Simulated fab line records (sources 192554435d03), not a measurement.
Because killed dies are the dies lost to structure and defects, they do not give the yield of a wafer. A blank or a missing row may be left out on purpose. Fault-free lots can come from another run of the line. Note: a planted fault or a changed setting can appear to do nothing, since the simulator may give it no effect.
fab line records	flow n5_finfet
record: lots: 6	wafers: 17	last_day: 17
route steps=1938 shown BEOL_M8@1350 PASSIVATION@1936
lots that met no fault: taken from a fault-free run of the same line
start_h: hours from the record's first day to the start of the lot's first wafer shown	wait_h: hours elapsed since this lot's preceding step	" unchanged from the row above	L1.1+2: several wafers, shown together as one row	- no value, or no start given	* or withheld: withheld	< > ~ a bound
route shown NAME@n: names a module that has steps shown in the file, with the first one's number in the route	usual: average and standard deviation across the fault-free wafers	same: alike in all rows	chamber/n: place in a boat	sites: the reading at each site	_std_site: the values' standard deviation	_edge_site: the outer-site mean with the inner-site mean subtracted	radius_mm: for every site, how far away it sits from the centre of the wafer	mask NAME#n: copy n	behind: the most recent tool/chamber to have shaped the wafer	hold: why the lot went on hold/how many hours it stayed there/how the hold came to an end	device: transistor that didn't switch, given as n, p or np	end of line: the same wafers' tests at the end of the route	a step with no rows: only its recipe	killed: not the wafer's yield, but the dies lost to structure and defects at the first sort	map: per-die view of a wafer (x killed, . not killed, _ where there is no die)
set.NAME: the setting the step ran with; set.NAME@STEP: the setting that earlier step ran with	model.NAME: the simulator's own value behind a step, which no gauge read
a table for each step, a row for each wafer; lots at some steps of the route
services: the hour from which a tool's chamber was out of use, counted from the record's first day as start_h (under 0 if before that day), plus the number of hours and why
== steps ==
step: N5_BEOL_M8_ETCH_62
recipe: chemistry: N2/H2	target: SOC	target_depth_a: 1100	overetch_a: 220	mask_material: SiARC	temp_c: 40	time_s: 165	ion_energy_ev: 200	pressure_mtorr: 30	source_w: 840	bias_w: 150	n2_flow_sccm: 200	h2_flow_sccm: 200
usual: drypump_motor_current_A: 5.7/0.48	oes_product_au: 0.68/0.054	rf_vpp_V: 523.0/1.6	showerhead_plenum_p_Torr: 2.51/0.061	throttle_valve_pct: 17.90/0.28
lot.wafer	tool	chamber	start_h	wait_h	drypump_motor_current_A	oes_product_au	rf_hours_counter_h	rf_vpp_V	showerhead_plenum_p_Torr	throttle_valve_pct
L449.4	rie_diel-01	2	224.68	0.0	5.3	0.63	150	526.4	2.65	17.99
L449.5	"	2	"	"	5.3	0.63	-	526.9	2.65	18.00
L455.1	rie_diel-05	0	260.10	0.0	5.1	0.69	93	522.6	2.46	17.78
L455.3	"	2	"	"	6.7	0.60	214	521.8	2.54	18.63
L455.6	"	0	"	"	5.1	0.69	-	522.0	2.46	17.78
L463.1	rie_diel-05	0	306.54	0.0	5.1	0.68	109	522.0	2.45	17.81
L463.5	"	3	"	"	5.0	0.72	-	523.3	2.47	17.73
L463.6	"	1	"	"	5.8	0.68	-	521.5	2.43	17.66
L462.3	rie_diel-01	2	311.30	0.0	5.3	0.61	184	525.4	2.64	18.07
L462.5	"	0	"	"	6.3	0.63	-	523.9	2.56	18.09
L462.6	"	1	"	"	5.7	0.79	-	523.1	2.51	18.17
L466.1	rie_diel-04	1	330.61	0.0	5.5	0.67	109	524.1	2.57	17.91
L466.2	"	0	"	"	5.9	0.63	179	518.1	2.45	18.06
L466.3	"	3	"	"	6.0	0.71	76	523.0	2.45	17.53
L467.1	rie_diel-01	2	341.90	0.0	5.3	0.61	193	525.6	2.63	18.08
L467.3	"	3	"	"	6.0	0.63	158	523.8	2.53	17.98
L467.5	"	3	"	"	6.0	0.64	-	523.6	2.53	17.99
step: N5_BEOL_M8_STRIP_68
recipe: chemistry: N2/H2	temp_c: 40	n2_flow_sccm: 200	h2_flow_sccm: 200	rf_frequency_hz: 6e+07
step: N5_BEOL_M8_STRIP_67
recipe: chemistry: CF4	resist: SiARC	power_w: 300	bias_power_w: 75	pressure_mtorr: 50	cf4_flow_sccm: 150	rf_frequency_hz: 6e+07
usual: drypump_motor_current_A: 5.7/0.48	oes_product_au: 0.81/0.064	rf_vpp_V: 270.5/1.2	showerhead_plenum_p_Torr: 1.77/0.035	throttle_valve_pct: 13.59/0.21
lot.wafer	tool	chamber	start_h	wait_h	drypump_motor_current_A	oes_product_au	rf_hours_counter_h	rf_vpp_V	showerhead_plenum_p_Torr	throttle_valve_pct
L449.4	rie_diel-01	2	224.83	0.0	5.3	0.74	150	272.8	1.84	13.62
L449.5	"	2	"	"	5.3	0.74	-	270.6	1.84	13.61
L455.1	rie_diel-05	0	260.25	0.0	5.1	0.82	93	269.2	1.75	13.45
L455.3	"	2	"	"	6.6	0.71	214	269.5	1.77	14.09
L455.6	"	0	"	"	5.1	0.82	-	269.7	1.75	13.46
L463.1	rie_diel-05	0	306.69	0.0	5.0	0.80	109	268.7	1.74	13.48
L463.5	"	3	"	"	5.0	0.85	-	269.1	1.77	13.59
L463.6	"	1	"	"	5.8	0.81	-	268.8	1.73	13.55
L462.3	rie_diel-01	2	311.45	0.0	5.3	0.72	184	271.9	1.83	13.71
L462.5	"	0	"	"	6.3	0.74	-	269.6	1.81	13.84
L462.6	"	1	"	"	5.7	0.93	-	270.0	1.73	13.57
L466.1	rie_diel-04	1	330.76	0.0	5.4	0.79	109	271.1	1.79	13.59
L466.2	"	0	"	"	5.9	0.74	180	269.0	1.72	13.64
L466.3	"	3	"	"	6.0	0.84	77	269.2	1.76	13.41
L467.1	rie_diel-01	2	342.04	0.0	5.3	0.71	193	271.5	1.83	13.72
L467.3	"	3	"	"	6.0	0.75	158	271.1	1.80	13.83
L467.5	"	3	"	"	6.0	0.75	-	273.0	1.80	13.83
step: N5_BEOL_M8_HM_OPEN_17
recipe: chemistry: Cl2/BCl3	target_depth_a: 200	overetch_a: 60	target: TiN	mask_material: SOC	ion_energy_ev: 150	pressure_mtorr: 10	icp_w: 1000	bias_w: 126	Cl2_flow_sccm: 53.25	bcl3_flow_sccm: 21.75	Ar_flow_sccm: 25
usual: drypump_motor_current_A: 5.88/0.25	he_backside_leak_sccm: 3.42/0.24	oes_product_au: 0.67/0.065	throttle_valve_pct: 22.28/0.24
lot.wafer	tool	chamber	start_h	wait_h	drypump_motor_current_A	he_backside_leak_sccm	oes_product_au	rf_hours_counter_h	throttle_valve_pct
L449.4	rie_metal-02	1	224.90	0.1	5.64	3.45	0.53	-	22.95
L449.5	"	0	"	"	6.06	3.21	0.62	-	22.03
L455.1	rie_metal-03	1	260.29	0.0	5.57	3.88	0.68	36	22.22
L455.3	"	1	"	"	5.58	3.74	0.68	-	22.21
L455.6	"	0	"	"	5.78	3.43	0.68	-	22.25
L463.1	rie_metal-02	1	306.73	0.0	5.66	3.13	0.77	5	22.46
L463.5	"	1	"	"	5.66	3.46	0.78	-	22.46
L463.6	"	1	"	"	5.66	3.31	0.77	-	22.46
L462.3	rie_metal-03	1	311.52	0.1	5.57	3.55	0.67	-	22.22
L462.5	"	1	"	"	5.57	3.60	0.67	-	22.23
L462.6	"	0	"	"	5.80	3.54	0.66	-	22.26
L466.1	rie_metal-02	1	330.80	0.0	5.66	3.49	0.75	7	22.49
L466.2	"	0	"	"	6.07	3.12	0.60	73	22.05
L466.3	"	0	"	"	6.06	3.10	0.60	-	22.05
L467.1	rie_metal-01	0	342.08	0.0	6.32	3.66	0.68	29	22.31
L467.3	"	1	"	"	6.01	3.45	0.62	-	22.13
L467.5	"	0	"	"	6.31	3.59	0.69	-	22.32
step: N5_BEOL_M8_STRIP_19
recipe: chemistry: O2	power_w: 400	temp_c: 40	pressure_mtorr: 30	rf_frequency_hz: 6e+07	bias_power_w: 0	overash_fraction: 0.2	o2_flow_sccm: 225
usual: drypump_motor_current_A: 5.7/0.47	oes_product_au: 0.80/0.071	rf_vpp_V: 3.7/0.6	showerhead_plenum_p_Torr: 2.07/0.045	throttle_valve_pct: 16.72/0.25
lot.wafer	tool	chamber	start_h	wait_h	drypump_motor_current_A	oes_product_au	rf_hours_counter_h	rf_vpp_V	showerhead_plenum_p_Torr	throttle_valve_pct
L449.4	rie_diel-04	2	225.01	0.1	5.3	0.89	33	3.5	2.07	16.51
L449.5	"	0	"	"	5.9	0.77	-	4.0	2.00	16.57
L455.1	rie_diel-01	0	260.45	0.1	6.3	0.74	167	4.3	2.11	16.79
L455.3	"	2	"	"	5.3	0.73	162	4.1	2.16	16.72
L455.6	"	3	"	"	6.0	0.77	-	3.6	2.08	16.72
L463.1	rie_diel-05	1	306.93	0.2	5.8	0.80	96	3.6	2.05	16.85
L463.5	"	0	"	"	5.1	0.82	-	5.0	2.02	16.58
L463.6	"	3	"	"	5.0	0.88	-	3.0	2.03	16.53
L462.3	rie_diel-01	2	311.60	0.1	5.3	0.72	184	3.9	2.15	16.76
L462.5	"	3	"	"	5.9	0.76	-	4.0	2.08	16.75
L462.6	"	2	"	"	5.3	0.72	-	2.9	2.15	16.77
L466.1	rie_diel-04	1	330.91	0.1	5.4	0.80	109	4.6	2.13	16.83
L466.2	"	3	"	"	6.0	0.85	77	2.9	2.04	16.48
L466.3	"	0	"	"	5.9	0.73	180	3.7	1.99	16.62
L467.1	rie_diel-05	3	342.43	0.3	5.0	0.85	83	5.0	2.03	16.54
L467.3	"	1	"	"	5.8	0.79	106	4.1	2.05	16.85
L467.5	"	0	"	"	5.1	0.80	-	2.6	2.01	16.59
step: N5_BEOL_M8_CD_MEAS_18
recipe: pitch_nm: 80	target_cd_nm: 40
usual: cd_nm: 40.3/0.69
lot.wafer	tool	chamber	start_h	wait_h	cd_nm
L449.4	cd_sem-01	-	225.08	0.1	40.8
L449.5	"	-	"	"	40.4
L455.1	cd_sem-02	-	260.52	0.0	41.2
L455.3	"	-	"	"	40.2
L455.6	"	-	"	"	40.9
L463.1	cd_sem-01	-	307.00	0.0	40.6
L463.5	"	-	"	"	40.0
L463.6	"	-	"	"	41.1
L462.3	cd_sem-03	-	311.68	0.1	40.1
L462.5	"	-	"	"	40.3
L462.6	"	-	"	"	40.2
L466.1	cd_sem-03	-	330.98	0.0	41.5
L466.2	"	-	"	"	41.4
L466.3	"	-	"	"	41.1
L467.1	cd_sem-02	-	342.50	0.0	40.5
L467.3	"	-	"	"	40.3
L467.5	"	-	"	"	40.2
step: N5_BEOL_M8_COAT_63
recipe: resist: SOC	temp_c: 250	time_s: 60	spin_rpm: 1500	resist_thk_nm: 60
step: N5_BEOL_M8_COAT_64
recipe: resist: SiARC	temp_c: 220	time_s: 60	spin_rpm: 1500	resist_thk_nm: 12
step: N5_BEOL_M8_COAT_71
recipe: resist: underlayer	temp_c: 205	time_s: 60	spin_rpm: 1500	resist_thk_nm: 5
step: N5_BEOL_M8_COAT_22
recipe: resist: CAR-EUV	spin_rpm: 1500	resist_thk_nm: 30
step: N5_BEOL_M8_EBR_24
recipe: solvent: PGMEA	ebr_width_mm: 1.5
step: N5_BEOL_M8_SOFTBAKE_23
recipe: temp_c: 110	time_s: 60	resist: CAR-EUV
step: N5_BEOL_M8_EXPOSE_25
recipe: mask_id: V7	na: 0.33	source_shape: annular	sigma_inner: 0.4	sigma_outer: 0.8	polarization: unpolarized	target_cd_nm: 40	dose_mj: 42.5
lot.wafer	tool	chamber	start_h	wait_h	mask	model.BEOL_M8.overlay_x_nm
L449.4+5	euv_scanner-02	0	227.13	-	V7#0	-0.2
L455.1+3+6	euv_scanner-01	0	261.71	-	V7#0	-0.2
L463.1+5+6	euv_scanner-02	0	307.18	-	V7#0	6
L462.3+5+6	euv_scanner-02	0	312.73	-	V7#0	6.8
L466.1+2+3	euv_scanner-01	0	333.04	-	V7#0	-0.2
L467.1+3+5	euv_scanner-01	0	343.14	-	V7#0	-0.2
step: N5_BEOL_M8_PEB_26
recipe: peb_temp_c: 100	peb_time_s: 60	resist: CAR-EUV
step: N5_BEOL_M8_DEVELOP_27
recipe: develop_time_s: 30	developer: TMAH	resist: CAR-EUV	rinse_liquid: surfactant_rinse	dry: air_spin	dev_temp_c: 23
step: N5_BEOL_M8_CD_MEAS_28
recipe: target_cd_nm: 40	landing_energy_ev: 500	detector: se_inlens
usual: cd_nm: 40.02/0.25
lot.wafer	tool	chamber	start_h	wait_h	cd_nm
L449.4	cd_sem-02	0	227.24	-	40.15
L449.5	"	0	"	"	39.81
L455.1	cd_sem-02	0	261.84	-	40.25
L455.3	"	0	"	"	39.68
L455.6	"	0	"	"	40.14
L463.1	cd_sem-01	0	307.31	-	39.24
L463.5	"	0	"	"	39.84
L463.6	"	0	"	"	40.09
L462.3	cd_sem-01	0	312.85	-	39.90
L462.5	"	0	"	"	39.96
L462.6	"	0	"	"	39.73
L466.1	cd_sem-03	0	333.17	-	40.15
L466.2	"	0	"	"	40.22
L466.3	"	0	"	"	39.83
L467.1	cd_sem-01	0	343.27	-	39.86
L467.3	"	0	"	"	39.83
L467.5	"	0	"	"	40.03
step: N5_BEOL_M8_OVL_MEAS_29
recipe: points_per_wafer: 522
usual: V7_OVL: -0.2/0.7
lot.wafer	tool	chamber	start_h	wait_h	V7_OVL[nm]
L449.4	overlay-01	0	227.29	0.0	-0.6
L449.5	"	0	"	"	0.9
L455.1	overlay-02	0	261.87	0.0	-0.1
L455.3	"	0	"	"	-0.4
L455.6	"	0	"	"	0.0
L463.1	overlay-02	0	307.34	0.0	6.3
L463.5	"	0	"	"	6.9
L463.6	"	0	"	"	5.1
L462.3	overlay-02	0	312.89	0.0	6.7
L462.5	"	0	"	"	7.5
L462.6	"	0	"	"	6.3
L466.1	overlay-01	0	333.20	0.0	-1.0
L466.2	"	0	"	"	-0.2
L466.3	"	0	"	"	-1.0
L467.1	overlay-01	0	343.30	0.0	-0.3
L467.3	"	0	"	"	0.8
L467.5	"	0	"	"	-0.3
step: N5_BEOL_M8_INSPECT_30
recipe: mode: adi	inspect_instrument: brightfield
usual: raw_defect_count: 410/110
lot.wafer	tool	chamber	start_h	wait_h	raw_defect_count
L449.4	defect_inspect-01	-	227.33	0.0	701
L449.5	"	-	"	"	689
L455.1	defect_inspect-02	-	261.93	0.1	256
L455.3	"	-	"	"	368
L455.6	"	-	"	"	321
L463.1	defect_inspect-01	-	307.40	0.1	493
L463.5	"	-	"	"	421
L463.6	"	-	"	"	438
L462.3	defect_inspect-02	-	312.94	0.0	470
L462.5	"	-	"	"	383
L462.6	"	-	"	"	369
L466.1	defect_inspect-02	-	333.26	0.1	326
L466.2	"	-	"	"	528
L466.3	"	-	"	"	380
L467.1	defect_inspect-02	-	343.36	0.1	418
L467.3	"	-	"	"	414
L467.5	"	-	"	"	386
step: N5_PASSIVATION_PROBE_49
usual: defect_limited_yield: 91.2/1.4	killed_at_M0_to_M3: 32/9.3	killed_at_M4_up: 14/4.9	killed_at_contacts: 15/7.5	killed_at_front_end: 40/11	killed_at_other: 4/3.3	killed_dies: 104/17	killed_open: 68/14	killed_short: 33/7.9	sort_bin_4_leakage: 0/0	sort_bin_5_function: 5.2/0.99	sort_bin_6_memory: 3.2/0.65	sort_n_pass: 1076/17	sort_yield_pct: 91.1/1.5
same: gross_dies: 1180	killed_at_back_side: 0	sort_bin_8_speed[%]: 0
lot.wafer	tool	chamber	start_h	wait_h	defect_limited_yield[%]	killed_at_M0_to_M3	killed_at_M4_up	killed_at_contacts	killed_at_front_end	killed_at_other	killed_dies	killed_open	killed_short	sort_bin_4_leakage[%]	sort_bin_5_function[%]	sort_bin_6_memory[%]	sort_n_pass	sort_yield_pct[%]
L449.4	prober-01	-	297.60	0.2	87.5	52	11	34	48	3	148	98	49	0	8.4	3.8	1032	87.5
L449.5	prober-01	-	297.65	0.2	88.7	36	14	27	56	0	133	95	31	0	6.3	4.2	1047	88.7
L455.1	prober-02	-	324.86	0.0	92.4	29	8	10	41	2	90	51	38	0	4.2	3.1	1090	92.4
L455.3	prober-02	-	324.96	0.1	90.0	35	22	11	48	2	118	75	41	0	5.3	4.6	1062	90.0
L455.6	prober-02	-	325.11	0.3	92.5	38	10	5	35	0	88	49	38	0	4.4	2.8	1092	92.5
L463.1	prober-02	-	374.93	0.0	91.6	22	9	6	53	9	99	61	25	0	4.0	3.2	1081	91.6
L463.5	prober-02	-	375.13	0.2	91.9	29	8	8	48	3	96	68	27	0	4.5	3.3	1084	91.9
L463.6	prober-02	-	375.18	0.3	91.6	20	10	9	59	1	99	55	37	0	4.2	3.1	1081	91.6
L462.3	prober-02	-	378.52	0.1	89.9	33	12	17	57	0	119	69	32	0.25	5.0	3.2	1058	89.7
L462.5	prober-02	-	378.62	0.2	89.4	39	9	18	58	1	125	89	36	0	6.1	4.0	1055	89.4
L462.6	prober-02	-	378.67	0.3	88.1	42	15	22	61	1	141	83	44	0	6.4	4.1	1039	88.1
L467.1	prober-02	-	414.52	0.0	92.0	30	25	4	34	1	94	64	28	0	5.3	2.1	1086	92.0
L467.3	prober-02	-	414.62	0.1	90.1	28	15	22	49	3	117	92	22	0	6.4	3.3	1063	90.1
L467.5	prober-02	-	414.72	0.2	90.2	34	13	18	49	2	116	80	31	0	5.9	3.6	1064	90.2
killed by level:class
L449.4 MOL_CONTACT_COAG:geometric_particle:open=28 STI_FIN_REVEAL:geometric_particle:open=10 BEOL_M0_SAQP:geometric_particle:short=10 BEOL_M0_SAQP:geometric_particle:open=9 BEOL_M3:geometric_particle:open=9 FIN_SAQP:geometric_particle:open=7 BEOL_M2:geometric_particle:open=7 MOL_CONTACT_COAG:geometric_particle:short=6
L449.5 MOL_CONTACT_COAG:geometric_particle:open=23 FIN_SAQP:geometric_particle:open=16 STI_FIN_REVEAL:geometric_particle:open=16 BEOL_M2:geometric_particle:open=10 BEOL_M0_SAQP:geometric_particle:open=9 BEOL_M0_SAQP:geometric_particle:short=9 STI_FIN_REVEAL:geometric_particle:short=5 BEOL_M4:geometric_particle:open=5
L455.1 FIN_SAQP:geometric_particle:short=12 BEOL_M3:geometric_particle:open=9 FIN_SAQP:geometric_particle:open=6 MOL_CONTACT_COAG:geometric_particle:open=6 STI_FIN_REVEAL:geometric_particle:open=6 BEOL_M0_SAQP:geometric_particle:open=5 BEOL_M0_SAQP:geometric_particle:short=5 DUMMY_GATE:geometric_particle:short=4
L455.3 FIN_SAQP:geometric_particle:short=12 BEOL_M4:geometric_particle:open=12 FIN_SAQP:geometric_particle:open=11 BEOL_M3:geometric_particle:open=9 BEOL_M0_SAQP:geometric_particle:short=9 MOL_CONTACT_COAG:geometric_particle:open=9 BEOL_M2:geometric_particle:open=5 STI_FIN_REVEAL:geometric_particle:open=5
L455.6 FIN_SAQP:geometric_particle:short=16 BEOL_M0_SAQP:geometric_particle:open=15 FIN_SAQP:geometric_particle:open=9 BEOL_M0_SAQP:geometric_particle:short=9 BEOL_M2:geometric_particle:open=9 MOL_CONTACT_COAG:geometric_particle:short=3 BEOL_M4:geometric_particle:short=3 DUMMY_GATE:geometric_particle:open=2
L463.1 FIN_SAQP:geometric_particle:open=11 STI_FIN_REVEAL:geometric_particle:open=7 PASSIVATION:area_etch=7 BEOL_M0_SAQP:geometric_particle:open=6 ILD0:geometric_particle:open=5 BEOL_M0_SAQP:geometric_particle:short=5 MOL_CONTACT_COAG:geometric_particle:open=5 BEOL_M3:geometric_particle:open=5
L463.5 FIN_SAQP:geometric_particle:open=14 FIN_SAQP:geometric_particle:short=9 MOL_CONTACT_COAG:geometric_particle:open=8 BEOL_M1:geometric_particle:open=7 ILD0:geometric_particle:open=7 STI_FIN_REVEAL:geometric_particle:open=6 BEOL_M3:geometric_particle:open=6 BEOL_M2:geometric_particle:open=5
L463.6 FIN_SAQP:geometric_particle:short=13 FIN_SAQP:geometric_particle:open=10 STI_FIN_REVEAL:geometric_particle:open=7 HKMG_FIN:area_etch=7 MOL_CONTACT_COAG:geometric_particle:open=6 BEOL_M4:geometric_particle:open=6 DUMMY_GATE:geometric_particle:short=5 GATE_CUT:geometric_particle:open=4
L462.3 HKMG_FIN:area_etch=17 MOL_CONTACT_COAG:geometric_particle:open=15 BEOL_M1:geometric_particle:open=10 BEOL_M0_SAQP:geometric_particle:short=9 BEOL_M0_SAQP:geometric_particle:open=8 STI_FIN_REVEAL:geometric_particle:open=7 DUMMY_GATE:geometric_particle:open=7 GATE_CUT:geometric_particle:short=5
L462.5 MOL_CONTACT_COAG:geometric_particle:open=15 STI_FIN_REVEAL:geometric_particle:open=14 DUMMY_GATE:geometric_particle:open=9 BEOL_M0_SAQP:geometric_particle:open=9 BEOL_M2:geometric_particle:open=8 BEOL_M1:geometric_particle:open=7 FIN_SAQP:geometric_particle:open=5 GATE_CUT:geometric_particle:short=5
L462.6 MOL_CONTACT_COAG:geometric_particle:open=15 HKMG_FIN:area_etch=14 BEOL_M1:geometric_particle:open=11 FIN_SAQP:geometric_particle:open=9 BEOL_M2:geometric_particle:open=9 BEOL_M4:geometric_particle:open=8 STI_FIN_REVEAL:geometric_particle:open=7 MOL_CONTACT_COAG:geometric_particle:short=7
L467.1 BEOL_M4:geometric_particle:open=15 FIN_SAQP:geometric_particle:open=8 BEOL_M0_SAQP:geometric_particle:short=8 BEOL_M0_SAQP:geometric_particle:open=5 STI_FIN_REVEAL:geometric_particle:open=4 MOL_CONTACT_COAG:geometric_particle:open=4 BEOL_M1:geometric_particle:open=4 BEOL_M2:geometric_particle:open=4
L467.3 MOL_CONTACT_COAG:geometric_particle:open=19 STI_FIN_REVEAL:geometric_particle:open=17 BEOL_M2:geometric_particle:open=11 GATE_CUT:geometric_particle:open=7 FIN_SAQP:geometric_particle:short=6 FIN_SAQP:geometric_particle:open=6 BEOL_M5:geometric_particle:open=6 BEOL_M4:geometric_particle:open=5
L467.5 STI_FIN_REVEAL:geometric_particle:open=15 MOL_CONTACT_COAG:geometric_particle:open=13 BEOL_M2:geometric_particle:open=11 FIN_SAQP:geometric_particle:open=8 GATE_CUT:geometric_particle:short=6 MOL_CONTACT_COAG:geometric_particle:short=5 BEOL_M0_SAQP:geometric_particle:open=5 BEOL_M4:geometric_particle:open=5
== services ==
tool	chamber	start_h	hours	kind
euv_scanner-02	-	213.01	1.0	pm
euv_scanner-01	-	214.02	4.6	pm
euv_scanner-01	0	218.66	-	calibration
rie_diel-05	1	230.89	5.4	repair
euv_scanner-02	-	238.46	22.8	repair
rie_diel-04	2	242.38	12.5	repair
rie_metal-02	1	252.48	-	clean
rie_metal-02	1	252.48	16.5	scheduled_down
rie_metal-02	1	252.48	16.5	vent_cycle
rie_diel-01	1	260.23	-	clean
rie_diel-01	1	260.23	-	consumable_replace:esc
rie_diel-01	1	260.23	-	consumable_replace:focus_ring
rie_diel-01	1	260.23	28.3	scheduled_down
rie_diel-01	1	260.23	28.3	vent_cycle
euv_scanner-02	-	269.16	1.0	pm
euv_scanner-01	-	285.95	1.0	pm
rie_metal-02	0	288.25	18.7	repair
rie_diel-05	2	298.44	8.7	repair
rie_diel-01	2	319.59	4.7	repair
euv_scanner-02	-	325.31	1.0	pm
rie_diel-05	3	327.61	10.9	repair
euv_scanner-01	-	336.02	5.8	pm
euv_scanner-01	-	342.06	1.0	pm
rie_diel-01	-	342.20	0.2	repair
== key ==
first_sign: step: N5_BEOL_M8_OVL_MEAS_29	reading: V7_OVL	direction: up	sigmas: 9.6	usual: -0.2	struck: 6.5
effect none on later readings
model_effect: step: N5_BEOL_M8_EXPOSE_25	value: BEOL_M8.overlay_x_nm	without: 0	struck: 6.4
met_at N5_BEOL_M8_EXPOSE_25
struck_wafers L462.3,L462.5,L462.6,L463.1,L463.5,L463.6
baseline_loss: step: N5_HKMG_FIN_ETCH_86	wafers: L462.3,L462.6
onset_between 227.13 307.18
fault: kind: scanner_matching_overlay	tool: euv_scanner-02	chamber: -	onset_h: 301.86	steps: N5_BEOL_M8_EXPOSE_25	offset: 6.4866
baseline_loss: these wafers lose ten dies or more at that step, a loss of the line's own and not of a fault; the sort's usual values leave them out
